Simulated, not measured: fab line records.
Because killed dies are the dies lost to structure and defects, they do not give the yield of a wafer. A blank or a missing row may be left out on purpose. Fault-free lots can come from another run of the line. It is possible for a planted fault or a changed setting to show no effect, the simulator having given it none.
Matching of chambers -- flow nandHarc -- 4 sister chambers for NHARC_A_STAIRCASE_STRIP_476 on rieDiel-13
The step strips in O2, time 20 s. 4 wafers are shown with their chamber, then 8 later ones without.

## WAFERS PAIRED WITH THEIR CHAMBERS
wafer,chamber,showerheadPlenumPTorr (Torr)
L084.3,0,3.29
L086.2,3,3.66
L086.3,1,3.54
L090.3,2,3.62

## WAFERS WHOSE CHAMBER IS MISSING
wafer,showerheadPlenumPTorr (Torr)
L090.4,3.29
L090.5,3.66
L095.3,3.65
L095.4,3.28
L095.6,3.65
L095.1,3.61
L095.2,3.53
L095.5,3.28

## CHAMBER TAKEN BY EACH
wafer,from the rows above,in truth
L090.4,0,0
L090.5,3,3
L095.3,3,3
L095.4,0,0
L095.6,3,3
L095.1,2,2
L095.2,1,1
L095.5,0,0
Placed correctly: 8 of 8. Left unplaced by these rows: 0. Number placed wrongly: 0.
How it was worked out, from the rows above alone: a wafer's distance from a chamber is the root of the sum, over the readings, of the square of ((its reading less the chamber's mean) divided by the reading's scatter). The wafer belongs to the nearest chamber; if the next one is less than 2 further off, it can't be placed. For every chamber, the mean is computed from those of its wafers that are shown. The scatter (one wafer shown for each chamber): square how far every hidden wafer sits from the nearest shown wafer, average those squares and take the square root.
